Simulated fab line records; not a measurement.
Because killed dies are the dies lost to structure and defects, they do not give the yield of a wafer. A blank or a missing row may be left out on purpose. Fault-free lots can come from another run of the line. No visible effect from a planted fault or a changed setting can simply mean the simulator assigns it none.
Chamber matching | flow n5_finfet | rie_diel-02 running N5_DUMMY_GATE_STRIP_41: 4 sister chambers
The step strips in O2. 14 wafers are shown with their chamber, then 7 later ones without.

WAFERS, EACH WITH ITS CHAMBER
wafer  | chamber | drypump_motor_current_A (A) | throttle_valve_pct (%) | oes_product_au (a.u.)
L075.1 | 0       | 5.9                         | 16.69                  | 0.75
L075.3 | 3       | 5.5                         | 16.68                  | 0.73
L075.6 | 3       | 5.6                         | 16.67                  | 0.73
L076.1 | 1       | 6.0                         | 16.90                  | 0.69
L076.3 | 3       | 5.6                         | 16.68                  | 0.73
L076.5 | 2       | 6.0                         | 17.01                  | 0.71
L079.2 | 1       | 6.0                         | 16.93                  | 0.69
L079.4 | 2       | 6.0                         | 17.01                  | 0.70
L079.5 | 1       | 6.0                         | 16.90                  | 0.69
L081.3 | 1       | 6.0                         | 16.91                  | 0.69
L081.4 | 3       | 5.6                         | 16.69                  | 0.72
L081.5 | 3       | 5.5                         | 16.70                  | 0.73
L086.1 | 1       | 6.0                         | 16.93                  | 0.68
L086.2 | 0       | 5.9                         | 16.73                  | 0.72

SIGNATURES, as means of the wafers listed above
reading                 | chamber 0 | chamber 1 | chamber 2 | chamber 3 | scatter within a chamber
drypump_motor_current_A | 5.900     | 6.000     | 6.000     | 5.560     | 0.0346
throttle_valve_pct      | 16.7100   | 16.9140   | 17.0100   | 16.6840   | 0.015
oes_product_au          | 0.7350    | 0.6880    | 0.7050    | 0.7280    | 0.00812
Rule: a wafer lies at a distance from a chamber equal to the root of the sum of squares, over the readings, of (its reading less the chamber's mean, divided by the reading's scatter). The wafer belongs to the nearest chamber; if the next one is less than 2 further off, it can't be placed. The scatter: the root of (the sum of the squares of (reading less its chamber's mean) over the shown wafers, divided by (wafers less chambers)).

WAFERS WITHOUT THEIR CHAMBER
wafer  | drypump_motor_current_A (A) | throttle_valve_pct (%) | oes_product_au (a.u.)
L086.6 | 5.6                         | 16.69                  | 0.71
L088.1 | 5.6                         | 16.71                  | 0.71
L088.4 | 5.6                         | 16.71                  | 0.71
L088.5 | 6.0                         | 16.73                  | 0.72
L089.1 | 5.9                         | 16.73                  | 0.71
L089.3 | 5.9                         | 16.73                  | 0.72
L089.6 | 5.6                         | 16.72                  | 0.70

WHICH CHAMBER EACH WENT THROUGH
wafer  | from the rows above | in truth
L086.6 | 3                   | 3
L088.1 | 3                   | 3
L088.4 | 3                   | 3
L088.5 | 0                   | 0
L089.1 | 0                   | 0
L089.3 | 0                   | 0
L089.6 | 3                   | 3
Correct placement for 7 of the 7. Number that these rows cannot place: 0. Number placed wrongly: 0.
